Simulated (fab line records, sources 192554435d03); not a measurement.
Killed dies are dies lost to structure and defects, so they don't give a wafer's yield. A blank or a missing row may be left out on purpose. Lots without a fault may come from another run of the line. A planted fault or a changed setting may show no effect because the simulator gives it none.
Problem report in the 8D (eight disciplines) form, filled by code | flow n5_finfet | the parts of the form that need people (team, actions taken, sign-off) are left out

1. THE PROBLEM
platen_rpm at N5_GATE_CUT_CMP_23 reads a mean of 53.86 rpm on 3 wafers of 2 lots; wafers without a fault read 51.80 rpm with a standard deviation of 0.036. That is +57 standard deviations from the usual mean.
The step: polishes, stops on SiO2, t overpolish 23.4 s, target thk 16 nm.
First seen on wafer L948.3, day 8 17:04, on cmp-04. The record holds 18 wafers of 6 lots with a number at this step. Rule for "out", or "out of limits": more than 4 standard deviations from the usual mean. The other wafers with a number count as sound.

2. WHAT IT IS AND WHAT IT IS NOT
question                    | is                     | is not
which readings at this step | platen_rpm             | edge_zone_pressure_frac, motor_current_A, overpolish_run_s, slurry_filter_dp_kPa, time_to_endpoint_s
which lots                  | L948, L949             | L936, L938, L951, L954
which wafers of those lots  | L948.3, L948.5, L949.1 | L948.1, L949.3, L949.4
read on which tools         | cmp-04                 | cmp-01, cmp-03
when                        | from day 8 17:04       | up to then (7 sound wafers); but 8 sound wafers of L949, L951, L954 came after

3. SUSPECTS, AND WHAT RULES EACH OUT
Counting: a tool at a process step up to the reading stays a suspect if it ran every lot that is out. Sound lots after the first of them don't rule it out here, since some wafers of a struck lot are sound.
- cmp-04 at N5_GATE_CUT_CMP_23 (polishes, stops on SiO2, t overpolish 23.4 s, target thk 16 nm): kept. It ran every lot that is out, first L948 (day 8 17:04); its last sound lot up to then is L936 (day 5 13:17). Its own readings are out on those wafers: platen_rpm.
- Within cmp-04 at N5_GATE_CUT_CMP_23: the wafers that are out ran in chamber 1; their sound lot-mates ran in chambers 0, 2.
Left after counting: cmp-04 at N5_GATE_CUT_CMP_23.

4. THE CAUSE (what the simulator had put in)
Process parameter drift: cmp-04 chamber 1, from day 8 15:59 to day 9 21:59, at N5_GATE_CUT_CMP_23. Setting platen_rpm, moved by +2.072, from 51.8. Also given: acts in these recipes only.
Counting left only this tool.

5. THE CHAIN OF EFFECTS, in route order
Each row: a reading whose mean over the struck wafers that have a number lies more than 3 standard deviations from the usual. Only readings for which the record gives a usual standard deviation are gone through. hours: the time from each lot's start at the first step in this table that gives one to its start at this step, as a median over the lots. sigmas: the change in usual standard deviations.
hours | step               | reading    | usual     | on struck wafers | change | sigmas
0     | N5_GATE_CUT_CMP_23 | platen_rpm | 51.80 rpm | 53.86            | +2.06  | +57
The process steps in it:
- N5_GATE_CUT_CMP_23: polishes, stops on SiO2, t overpolish 23.4 s, target thk 16 nm.
Later measuring or inspecting steps at which every struck wafer that the step has a row for has a number for every such reading, and none has moved that far: N5_GATE_CUT_THK_MEAS_24, N5_BEOL_M4_RC_MEAS_101.

6. WHAT WOULD HAVE CAUGHT IT SOONER
In this record the first reading out of limits was taken at day 8 17:04, 1 hour after the fault began at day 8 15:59.
